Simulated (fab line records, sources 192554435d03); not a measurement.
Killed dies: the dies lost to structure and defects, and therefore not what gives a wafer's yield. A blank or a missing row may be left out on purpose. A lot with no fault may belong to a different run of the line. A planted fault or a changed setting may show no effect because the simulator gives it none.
fab line records	flow n5Finfet
record: lots: 7	wafers: 21	lastDay: 17
route steps=1938 shown BEOL_M7@1269
lots that met no fault: from a run of the same line without faults
startH: hours from the record's first day to the start of the lot's first wafer shown	waitH: hours from the lot's prior step to this one	" unchanged from the row above	L1.1+2: a row that stands for several wafers	- either no value or no given start	* or withheld: withheld	< > ~ a bound
route shown NAME@n: names a module that has steps shown in the file, with the first one's number in the route	usual: mean/standard deviation taken from wafers without a fault	same: alike in all rows	chamber/n: place in a boat	sites: readings site by site	_std_site: their standard deviation	_edge_site: outer sites' mean less inner sites'	radiusMm: how far each site lies from the wafer's centre	mask NAME#n: copy n	behind: the tool/chamber that last shaped the wafer	hold: cause of the lot's hold/its duration in hours/its outcome	device: the transistor (n, p or np) that didn't switch	end of line: at the end of the route, the tests of the same wafers	for a step that has no rows: nothing shown but its recipe	killed: count of dies lost to structure and defects at first sort (not the wafer's yield)	map: a wafer's dies, x killed, . not, _ none there
set.NAME: the setting that was run; set.NAME@STEP: the one run at that earlier step	model.NAME: the simulator's own value behind a step, which no gauge read
a table for each step, a row for each wafer; lots at some steps of the route
services: a tool's chamber out of use, with start hour (startH, from the record's first day; less than 0 if before it), hours out, and reason
== steps ==
step: N5_BEOL_M7_COAT_60
recipe: resist: SiARC	tempC: 220	timeS: 60	spinRpm: 1500	resistThkNm: 35
step: N5_BEOL_M7_COAT_05
recipe: resist: CAR-ArF	spinRpm: 1500	resistThkNm: 90
step: N5_BEOL_M7_EBR_07
recipe: solvent: PGMEA	ebrWidthMm: 1.5
step: N5_BEOL_M7_SOFTBAKE_06
recipe: tempC: 110	timeS: 60	resist: CAR-ArF
step: N5_BEOL_M7_EXPOSE_08
recipe: maskId: M7	na: 1.35	sourceShape: dipole	sigmaInner: 0.817	sigmaOuter: 0.97	polarization: te	doseMj: 68.25
step: N5_BEOL_M7_PEB_09
recipe: pebTempC: withheld	pebTimeS: 60	resist: CAR-ArF
step: N5_BEOL_M7_DEVELOP_10
recipe: developTimeS: 30	developer: TMAH	resist: CAR-ArF	rinseLiquid: diw	dry: airSpin	devTempC: 23
step: N5_BEOL_M7_CD_MEAS_11
recipe: targetCdNm: 38.5	landingEnergyEv: 500	detector: seInlens	polarity: opening
usual: cdNm: 38.5/0.39
lot.wafer	tool	chamber	startH	waitH	cdNm
L670.2	cdSem-03	0	198.97	-	38.6
L670.3	"	0	"	"	38.1
L670.6	"	0	"	"	37.8
L672.1	cdSem-02	0	202.35	-	38.5
L672.2	"	0	"	"	38.3
L672.5	"	0	"	"	39.1
L677.2	cdSem-01	0	225.92	-	38.7
L677.4	"	0	"	"	38.4
L677.5	"	0	"	"	38.3
L678.1	cdSem-02	0	232.55	-	38.1
L678.4	"	0	"	"	38.1
L678.6	"	0	"	"	38.3
L679.2	cdSem-01	0	245.35	-	38.7
L679.3	"	0	"	"	38.2
L679.6	"	0	"	"	38.7
L681.1	cdSem-01	0	262.04	-	39.1
L681.5	"	0	"	"	38.6
L681.6	"	0	"	"	38.3
L691.1	cdSem-01	0	329.64	-	38.6
L691.3	"	0	"	"	38.4
L691.5	"	0	"	"	38.5
step: N5_BEOL_M7_OVL_MEAS_12
recipe: pointsPerWafer: 44
usual: M7_OVL: 0.4/0.8
lot.wafer	tool	chamber	startH	waitH	M7_OVL[nm]
L670.2	overlay-01	0	199.00	0.0	0.9
L670.3	"	0	"	"	0.7
L670.6	"	0	"	"	1.0
L672.1	overlay-02	0	202.38	0.0	1.3
L672.2	"	0	"	"	0.6
L672.5	"	0	"	"	0.4
L677.2	overlay-02	0	225.95	0.0	0.8
L677.4	"	0	"	"	1.2
L677.5	"	0	"	"	1.6
L678.1	overlay-01	0	232.58	0.0	-0.1
L678.4	"	0	"	"	-0.2
L678.6	"	0	"	"	-0.2
L679.2	overlay-02	0	245.38	0.0	1.1
L679.3	"	0	"	"	-0.1
L679.6	"	0	"	"	0.8
L681.1	overlay-01	0	262.07	0.0	1.0
L681.5	"	0	"	"	1.6
L681.6	"	0	"	"	0.6
L691.1	overlay-02	0	329.67	0.0	-0.2
L691.3	"	0	"	"	0.0
L691.5	"	0	"	"	-0.4
step: N5_BEOL_M7_INSPECT_13
recipe: mode: adi	inspectInstrument: brightfield
usual: rawDefectCount: 413/92
lot.wafer	tool	chamber	startH	waitH	rawDefectCount
L670.2	defectInspect-02	-	199.02	0.0	476
L670.3	"	-	"	"	264
L670.6	"	-	"	"	370
L672.1	defectInspect-01	-	202.41	0.0	435
L672.2	"	-	"	"	392
L672.5	"	-	"	"	377
L677.2	defectInspect-01	-	225.97	0.0	437
L677.4	"	-	"	"	463
L677.5	"	-	"	"	361
L678.1	defectInspect-01	-	232.61	0.0	356
L678.4	"	-	"	"	599
L678.6	"	-	"	"	384
L679.2	defectInspect-01	-	245.41	0.0	312
L679.3	"	-	"	"	376
L679.6	"	-	"	"	618
L681.1	defectInspect-01	-	262.10	0.0	328
L681.5	"	-	"	"	458
L681.6	"	-	"	"	357
L691.1	defectInspect-02	-	329.69	0.0	453
L691.3	"	-	"	"	328
L691.5	"	-	"	"	277
step: N5_BEOL_M7_DESCUM_16
recipe: chemistry: O2	timeS: 7.9	sourcePowerW: 50	biasPowerW: 20	pressureMtorr: 20	rfFrequencyHz: 2.712e+07	tempC: 40	resist: CAR-ArF	o2FlowSccm: 225
usual: drypumpMotorCurrentA: 5.8/0.52	oesProductAu: 0.80/0.079	rfVppV: 243.7/1.4	showerheadPlenumPTorr: 2.13/0.07	throttleValvePct: 20.33/0.29
lot.wafer	tool	chamber	startH	waitH	drypumpMotorCurrentA	oesProductAu	rfHoursCounterH	rfVppV	showerheadPlenumPTorr	throttleValvePct
L670.2	rieDiel-06	1	199.06	0.0	5.9	0.91	19	242.0	2.14	20.13
L670.3	"	3	"	"	6.2	0.91	27	242.1	2.13	19.76
L670.6	"	3	"	"	6.2	0.92	-	243.9	2.13	19.76
L672.1	rieDiel-03	2	202.51	0.1	6.0	0.72	197	244.5	2.17	20.48
L672.2	"	1	"	"	5.9	0.74	191	243.9	2.17	20.54
L672.5	"	0	"	"	5.3	0.73	-	244.8	2.18	20.18
L677.2	rieDiel-06	0	226.00	0.0	5.0	0.84	62	243.4	2.22	20.30
L677.4	"	2	"	"	6.4	0.71	213	241.2	1.99	20.97
L677.5	"	0	"	"	5.0	0.84	-	244.8	2.22	20.28
L678.1	rieDiel-03	1	233.41	0.8	5.9	0.73	205	245.8	2.17	20.56
L678.4	"	1	"	"	5.9	0.73	-	244.4	2.17	20.57
L678.6	"	0	"	"	5.3	0.72	-	245.6	2.17	20.21
L679.2	rieDiel-06	3	245.96	0.6	6.2	0.87	43	244.4	2.13	19.78
L679.3	"	0	"	"	5.0	0.82	70	245.5	2.21	20.29
L679.6	"	0	"	"	5.0	0.83	-	244.2	2.21	20.29
L681.1	rieDiel-06	1	262.17	0.1	5.9	0.90	32	244.3	2.13	20.18
L681.5	"	0	"	"	5.0	0.83	-	244.6	2.21	20.30
L681.6	"	1	"	"	5.9	0.89	-	246.5	2.13	20.17
L691.1	rieDiel-01	2	330.21	0.5	5.4	0.92	18	244.3	2.14	20.33
L691.3	"	1	"	"	5.0	0.80	83	245.9	2.20	20.32
L691.5	"	1	"	"	5.0	0.82	-	243.9	2.20	20.33
step: N5_BEOL_M7_ETCH_61
recipe: chemistry: CF4	target: SiARC	targetDepthA: 455	maskMaterial: CAR-ArF	timeS: 75.8	ionEnergyEv: 80	pressureMtorr: 40	sourceW: 545	biasW: 36	Ar_flow_sccm: 100	cf4FlowSccm: 100	ends: cleared
usual: drypumpMotorCurrentA: 5.8/0.53	etchRfOnTimeS: 75.2/1.2	oesProductAu: 0.68/0.07	rfFwdPowerW: 538.6/2.6	rfVppV: 184.5/1.2	showerheadPlenumPTorr: 2.18/0.065	throttleValvePct: 15.52/0.29
lot.wafer	tool	chamber	startH	waitH	drypumpMotorCurrentA	etchRfOnTimeS	oesProductAu	rfFwdPowerW	rfHoursCounterH	rfVppV	showerheadPlenumPTorr	throttleValvePct
L670.2	rieDiel-06	1	199.09	0.0	5.9	73.5	0.79	540.0	19	185.0	2.18	15.30
L670.3	"	3	"	"	6.2	74.1	0.78	537.9	27	184.7	2.18	15.03
L670.6	"	3	"	"	6.1	74.4	0.78	536.6	-	182.7	2.18	15.02
L672.1	rieDiel-03	2	202.54	0.0	6.0	74.6	0.63	542.3	197	186.7	2.21	15.68
L672.2	"	1	"	"	5.9	75.5	0.64	536.3	191	185.1	2.22	15.75
L672.5	"	0	"	"	5.3	76.6	0.61	542.3	-	185.9	2.21	15.35
L677.2	rieDiel-06	0	226.04	0.0	5.0	73.6	0.73	534.9	63	185.8	2.25	15.42
L677.4	"	2	"	"	6.4	76.9	0.60	540.4	213	183.7	2.04	16.15
L677.5	"	0	"	"	5.0	74.2	0.73	534.3	-	186.5	2.25	15.41
L678.1	rieDiel-03	1	233.44	0.0	5.9	76.3	0.62	537.2	205	185.4	2.21	15.75
L678.4	"	1	"	"	5.9	76.4	0.63	536.0	-	185.6	2.21	15.76
L678.6	"	0	"	"	5.3	76.6	0.61	540.0	-	185.1	2.21	15.34
L679.2	rieDiel-06	3	245.99	0.0	6.2	75.0	0.75	535.7	43	185.4	2.18	15.05
L679.3	"	0	"	"	5.0	74.2	0.72	532.0	70	186.2	2.25	15.42
L679.6	"	0	"	"	5.0	74.3	0.72	532.9	-	186.2	2.25	15.43
L681.1	rieDiel-06	1	262.21	0.0	5.9	73.5	0.77	538.2	32	184.4	2.18	15.33
L681.5	"	0	"	"	5.0	73.9	0.72	533.8	-	184.9	2.25	15.43
L681.6	"	1	"	"	5.9	74.5	0.77	539.5	-	185.2	2.18	15.32
L691.1	rieDiel-01	2	330.24	0.0	5.4	72.1	0.80	540.8	18	183.9	2.19	15.40
L691.3	"	1	"	"	5.0	73.4	0.70	540.8	83	184.1	2.25	15.55
L691.5	"	1	"	"	5.0	73.4	0.70	535.6	-	185.3	2.25	15.52
step: N5_BEOL_M7_ETCH_62
recipe: chemistry: N2/H2	target: SOC	targetDepthA: 1100	overetchA: 220	maskMaterial: SiARC	tempC: 40	timeS: 165	ionEnergyEv: 200	pressureMtorr: 30	sourceW: 840	biasW: 150	n2FlowSccm: 200	h2FlowSccm: 200
usual: drypumpMotorCurrentA: 5.8/0.53	h2FlowSccm: 200.1/0.6	n2FlowSccm: 200.0/0.62	oesProductAu: 0.67/0.063	rfFwdPowerW: 836.6/2.7	rfVppV: 525.1/2.5	showerheadPlenumPTorr: 2.59/0.083	throttleValvePct: 17.7/0.31
lot.wafer	tool	chamber	startH	waitH	drypumpMotorCurrentA	h2FlowSccm	n2FlowSccm	oesProductAu	rfFwdPowerW	rfHoursCounterH	rfVppV	showerheadPlenumPTorr	throttleValvePct	model.SiARC_of_BEOL_M7_COAT_60.thkNm	model.BEOL_M7.cdOffsetNm
L670.2	rieDiel-06	1	199.15	0.0	5.9	201.6	200.1	0.77	835.8	19	525.9	2.59	17.5	28	0
L670.3	"	3	"	"	6.2	200.0	201.0	0.76	839.4	27	525.5	2.60	17.2	28	0
L670.6	"	3	"	"	6.2	200.9	199.1	0.76	835.8	-	526.6	2.60	17.2	28.2	-0.2
L672.1	rieDiel-03	2	202.60	0.0	6.0	199.5	200.2	0.61	836.2	197	527.2	2.63	17.9	28.2	0.2
L672.2	"	0	"	"	5.3	200.3	199.1	0.62	830.4	178	525.7	2.63	17.6	28.2	0.4
L672.5	"	0	"	"	5.3	200.3	199.7	0.62	833.4	-	527.4	2.63	17.6	28.4	1
L677.2	rieDiel-06	0	226.09	0.0	5.0	199.5	200.3	0.72	1035.6	63	491.3	2.68	17.5	27.4	0.8
L677.4	"	2	"	"	6.4	199.8	200.0	0.60	834.8	213	520.6	2.41	18.4	28.4	0
L677.5	"	0	"	"	5.0	199.4	200.0	0.72	1043.1	-	490.5	2.68	17.5	27.4	0.6
L678.1	rieDiel-03	1	233.50	0.0	5.9	201.0	200.6	0.62	838.1	205	525.1	2.62	17.9	28.6	-0.8
L678.4	"	1	"	"	5.9	200.7	200.2	0.62	840.4	-	526.0	2.62	17.9	28.6	-0.6
L678.6	"	0	"	"	5.3	201.2	199.9	0.61	835.7	-	525.4	2.63	17.6	28.6	0
L679.2	rieDiel-06	3	246.05	0.0	6.2	200.3	201.0	0.74	833.2	44	524.1	2.59	17.2	28.2	0.4
L679.3	"	0	"	"	5.0	200.6	198.8	0.71	1040.5	70	492.2	2.68	17.5	27.4	0.8
L679.6	"	0	"	"	5.0	199.3	198.9	0.70	1041.2	-	492.5	2.68	17.5	27.4	0.6
L681.1	rieDiel-06	1	262.26	0.0	5.9	200.4	200.6	0.74	836.6	32	526.9	2.58	17.5	28.2	0.6
L681.5	"	0	"	"	5.0	200.6	198.8	0.70	1033.9	-	492.7	2.67	17.5	27.4	1
L681.6	"	1	"	"	5.9	201.2	199.8	0.75	832.8	-	524.2	2.58	17.5	28.2	0
L691.1	rieDiel-01	2	330.30	0.0	5.4	200.9	199.5	0.78	839.4	18	525.4	2.60	17.7	28	0
L691.3	"	1	"	"	5.0	200.3	200.2	0.67	836.4	83	528.3	2.69	17.7	28.2	-0.2
L691.5	"	1	"	"	5.0	198.8	200.1	0.69	836.0	-	527.9	2.69	17.7	28.2	0
step: N5_BEOL_M7_STRIP_68
recipe: chemistry: N2/H2	tempC: 40	n2FlowSccm: 200	h2FlowSccm: 200	rfFrequencyHz: 6e+07
step: N5_BEOL_M7_STRIP_67
recipe: chemistry: CF4	resist: SiARC	powerW: 300	biasPowerW: 75	pressureMtorr: 50	cf4FlowSccm: 150	rfFrequencyHz: 6e+07
usual: drypumpMotorCurrentA: 5.8/0.52	oesProductAu: 0.79/0.075	rfVppV: 271.8/1.5	showerheadPlenumPTorr: 1.83/0.055	throttleValvePct: 13.51/0.29
lot.wafer	tool	chamber	startH	waitH	drypumpMotorCurrentA	oesProductAu	rfHoursCounterH	rfVppV	showerheadPlenumPTorr	throttleValvePct
L670.2	rieDiel-06	1	199.29	0.0	5.9	0.91	19	272.4	1.82	13.24
L670.3	"	3	"	"	6.2	0.91	27	272.7	1.83	13.00
L670.6	"	3	"	"	6.1	0.91	-	272.3	1.83	13.00
L672.1	rieDiel-03	2	202.75	0.0	6.0	0.73	197	270.7	1.86	13.72
L672.2	"	1	"	"	5.9	0.74	191	271.4	1.86	13.73
L672.5	"	2	"	"	6.0	0.73	-	273.8	1.86	13.72
L677.2	rieDiel-06	0	226.24	0.0	5.0	0.83	63	274.2	1.89	13.36
L677.4	"	2	"	"	6.4	0.70	213	270.3	1.70	14.12
L677.5	"	0	"	"	5.0	0.85	-	274.0	1.89	13.38
L678.1	rieDiel-03	1	233.65	0.0	5.9	0.73	205	271.8	1.85	13.76
L678.4	"	1	"	"	5.9	0.73	-	272.9	1.85	13.76
L678.6	"	0	"	"	5.2	0.72	-	272.5	1.85	13.39
L679.2	rieDiel-06	3	246.20	0.0	6.2	0.88	44	271.8	1.83	13.04
L679.3	"	0	"	"	5.0	0.83	70	271.5	1.88	13.38
L679.6	"	0	"	"	5.0	0.84	-	274.6	1.88	13.39
L681.1	rieDiel-06	1	262.41	0.0	6.0	0.88	32	273.0	1.82	13.26
L681.5	"	0	"	"	5.0	0.82	-	273.2	1.88	13.41
L681.6	"	1	"	"	5.9	0.88	-	272.6	1.82	13.25
L691.1	rieDiel-01	2	330.44	0.0	5.4	0.92	18	271.1	1.83	13.33
L691.3	"	1	"	"	5.0	0.80	83	273.8	1.89	13.53
L691.5	"	1	"	"	5.0	0.80	-	272.3	1.89	13.53
step: N5_BEOL_M7_HM_OPEN_17
recipe: chemistry: Cl2/BCl3	targetDepthA: 200	overetchA: 60	target: TiN	maskMaterial: SOC	ionEnergyEv: 150	pressureMtorr: 10	icpW: 1000	biasW: 126	Cl2_flow_sccm: 53.25	bcl3FlowSccm: 21.75	Ar_flow_sccm: 25
usual: drypumpMotorCurrentA: 5.6/0.54	heBacksideLeakSccm: 3.4/0.33	mfcCl2Sccm: 53.25/0.15	oesProductAu: 0.70/0.068	throttleValvePct: 22.09/0.24
lot.wafer	tool	chamber	startH	waitH	drypumpMotorCurrentA	heBacksideLeakSccm	mfcCl2Sccm	oesProductAu	rfHoursCounterH	throttleValvePct	model.BEOL_M7.cdOffsetNm
L670.2	rieMetal-02	0	199.34	0.0	4.9	3.4	53.27	0.53	120	22.53	0
L670.3	"	1	"	"	5.6	3.4	53.32	0.64	-	22.37	0
L670.6	"	1	"	"	5.7	4.9	53.30	0.65	-	22.36	-0.2
L672.1	rieMetal-03	0	202.80	0.0	6.5	3.1	53.23	0.73	16	21.88	0.2
L672.2	"	1	"	"	5.0	3.6	53.32	0.66	44	22.19	0.4
L672.5	"	1	"	"	5.1	3.7	53.08	0.66	-	22.17	1
L677.2	rieMetal-03	1	226.28	0.0	5.1	3.5	53.22	0.67	46	22.19	0.8
L677.4	"	0	"	"	6.5	3.1	53.09	0.72	-	21.91	0
L677.5	"	1	"	"	5.1	3.5	53.17	0.66	-	22.18	0.6
L678.1	rieMetal-02	1	233.69	0.0	5.7	3.3	53.56	0.64	46	22.38	-0.6
L678.4	"	1	"	"	5.7	3.4	53.64	0.65	-	22.36	-0.4
L678.6	"	0	"	"	4.9	3.1	53.20	0.53	-	22.52	-0.2
L679.2	rieMetal-03	0	246.24	0.0	6.4	3.4	53.54	0.71	19	21.92	0.4
L679.3	"	1	"	"	5.0	3.6	53.34	0.65	-	22.21	0.8
L679.6	"	0	"	"	6.5	3.4	53.48	0.72	-	21.91	0.6
L681.1	rieMetal-03	0	262.45	0.0	6.5	3.5	53.39	0.71	21	21.88	0.6
L681.5	"	1	"	"	5.0	3.5	53.30	0.65	-	22.20	1
L681.6	"	0	"	"	6.5	3.5	53.20	0.71	-	21.89	0
L691.1	rieMetal-02	0	330.49	0.0	4.9	3.2	53.09	0.77	6	22.27	0
L691.3	"	0	"	"	4.9	3.1	53.17	0.77	-	22.29	-0.2
L691.5	"	1	"	"	5.7	3.5	53.50	0.63	-	22.40	0.2
step: N5_BEOL_M7_STRIP_19
recipe: chemistry: O2	powerW: 400	tempC: 40	pressureMtorr: 30	rfFrequencyHz: 6e+07	biasPowerW: 0	overashFraction: 0.2	o2FlowSccm: 225
usual: drypumpMotorCurrentA: 5.8/0.51	oesProductAu: 0.79/0.077	rfVppV: 3.7/0.61	showerheadPlenumPTorr: 2.14/0.071	throttleValvePct: 16.61/0.3
lot.wafer	tool	chamber	startH	waitH	drypumpMotorCurrentA	oesProductAu	rfHoursCounterH	rfVppV	showerheadPlenumPTorr	throttleValvePct
L670.2	rieDiel-01	0	199.45	0.1	6.7	0.75	175	4.3	2.17	16.60
L670.3	"	3	"	"	5.7	0.86	69	3.1	2.04	16.43
L670.6	"	3	"	"	5.7	0.85	-	3.6	2.04	16.45
L672.1	rieDiel-03	1	202.91	0.1	5.9	0.74	191	3.5	2.18	16.81
L672.2	"	2	"	"	6.0	0.72	197	3.8	2.17	16.76
L672.5	"	1	"	"	5.9	0.74	-	3.8	2.18	16.81
L677.2	rieDiel-01	3	226.39	0.1	5.7	0.84	77	3.0	2.03	16.45
L677.4	"	1	"	"	5.0	0.85	47	3.9	2.22	16.52
L677.5	"	3	"	"	5.7	0.83	-	3.4	2.03	16.47
L678.1	rieDiel-03	2	233.92	0.2	6.0	0.72	211	3.3	2.17	16.77
L678.4	"	2	"	"	6.0	0.71	-	4.6	2.17	16.78
L678.6	"	0	"	"	5.2	0.72	-	3.8	2.18	16.45
L679.2	rieDiel-06	3	246.44	0.2	6.2	0.88	44	3.5	2.13	16.07
L679.3	"	2	"	"	6.4	0.70	220	3.0	1.99	17.23
L679.6	"	2	"	"	6.4	0.70	-	3.1	1.99	17.19
L681.1	rieDiel-06	0	262.65	0.2	5.0	0.82	75	3.1	2.22	16.54
L681.5	"	1	"	"	5.9	0.89	-	4.6	2.14	16.39
L681.6	"	0	"	"	5.0	0.83	-	3.7	2.22	16.53
L691.1	rieDiel-06	2	330.70	0.2	6.4	0.67	246	4.3	1.98	17.27
L691.3	"	3	"	"	6.2	0.84	69	4.0	2.12	16.12
L691.5	"	2	"	"	6.4	0.68	-	3.4	1.98	17.26
== services ==
tool	chamber	startH	hours	kind
rieDiel-06	2	178.70	3.8	repair
rieDiel-01	0	184.02	9.1	repair
rieDiel-01	2	185.47	12.7	repair
rieDiel-03	3	194.87	4.1	repair
rieDiel-03	3	202.36	63.7	repair
rieDiel-06	1	228.58	18.5	repair
rieMetal-02	0	252.25	-	clean
rieMetal-02	0	252.25	14.4	scheduledDown
rieMetal-02	0	252.25	14.4	ventCycle
rieDiel-01	2	252.57	-	clean
rieDiel-01	2	252.57	-	consumableReplace:focusRing
rieDiel-01	2	252.57	22.7	scheduledDown
rieDiel-01	2	252.57	22.7	ventCycle
rieDiel-03	1	262.53	4.8	repair
rieDiel-01	3	277.69	5.4	repair
rieMetal-03	1	313.55	10.1	repair
rieMetal-03	-	319.32	1.1	repair
rieDiel-03	-	328.19	2.8	pm
== key ==
firstSign: step: N5_BEOL_M7_ETCH_62	reading: rfFwdPowerW	direction: up	sigmas: 75	usual: *	struck: *
effect: step: N5_BEOL_M7_ETCH_62	reading: rfVppV	direction: down	sigmas: 13	usual: 525.1	struck: 491.8
modelEffect: step: N5_BEOL_M7_ETCH_62	value: SiARC_of_BEOL_M7_COAT_60.thkNm	without: 28.2	struck: 27.4
modelEffect: step: N5_BEOL_M7_HM_OPEN_17	value: BEOL_M7.cdOffsetNm	without: -0.04	struck: 0.76
metAt N5_BEOL_M7_ETCH_62
struckWafers L677.2,L677.5,L679.3,L679.6,L681.5
rowsEnd L681.5
fault: kind: processParameterDrift	tool: rieDiel-06	chamber: 0	onsetH: 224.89	steps: N5_BEOL_M7_ETCH_62	channel: sourceW	offset: 201.6	shape: step	actsIn: theseRecipesOnly	stated: 840
rowsEnd: these wafers met a further fault down the route, and their rows from its step on are left out
